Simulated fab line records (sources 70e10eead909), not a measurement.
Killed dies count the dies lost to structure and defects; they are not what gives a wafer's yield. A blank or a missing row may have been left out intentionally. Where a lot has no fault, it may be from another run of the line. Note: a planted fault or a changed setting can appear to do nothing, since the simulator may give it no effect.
Matching of chambers | flow nandHarc | NHARC_A_WL_FILL_CMP_12 on cmp-03 has 4 sister chambers
The step polishes, t overpolish 30 s, target thk 75 nm. 8 wafers are shown with their chamber, then 8 later ones without.

## WAFERS WITH THEIR CHAMBER
wafer  | chamber | motorCurrentA (A) | timeToEndpointS (s)
L076.5 | 0       | 11.3              | 14.5
L077.5 | 3       | 12.1              | 13.3
L082.4 | 1       | 11.9              | 13.0
L082.6 | 3       | 12.1              | 17.2
L083.2 | 0       | 10.8              | 17.9
L083.3 | 2       | 14.1              | 14.7
L083.4 | 1       | 10.6              | 17.0
L085.1 | 2       | 13.3              | 11.4

## WAFERS WHOSE CHAMBER IS MISSING
wafer  | motorCurrentA (A) | timeToEndpointS (s)
L085.3 | 11.7              | 13.2
L085.5 | 11.5              | 15.8
L086.1 | 11.4              | 15.4
L086.3 | 13.9              | 15.7
L086.5 | 11.4              | 13.6
L096.1 | 14.6              | 16.8
L096.3 | 12.0              | 15.9
L096.4 | 11.4              | 20.3

## WHICH CHAMBER EACH WENT THROUGH
wafer  | from the rows above          | in truth
L085.3 | can't be placed: 1 or 3 or 0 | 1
L085.5 | can't be placed: 1 or 0 or 3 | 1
L086.1 | can't be placed: 1 or 0 or 3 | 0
L086.3 | 2                            | 2
L086.5 | can't be placed: 1 or 0 or 3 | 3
L096.1 | 2                            | 2
L096.3 | can't be placed: 3 or 1 or 0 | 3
L096.4 | can't be placed: 0 or 1 or 3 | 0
2 of 8 placed correctly. Can't be placed from these rows: 6 (the true chamber is among the candidates in 6). Number placed wrongly: 0.
How it was worked out, from the rows above alone: a wafer's distance from a chamber is the root of the sum, over the readings, of the square of ((its reading less the chamber's mean) divided by the reading's scatter). If the next closest chamber is less than 2 further off than the closest, the wafer can't be placed; otherwise it belongs to the closest. A chamber's mean is the mean of its shown wafers. The scatter is the square root of a quotient: the sum, over the shown wafers, of each reading's squared deviation from its chamber's mean, divided by wafers minus chambers.
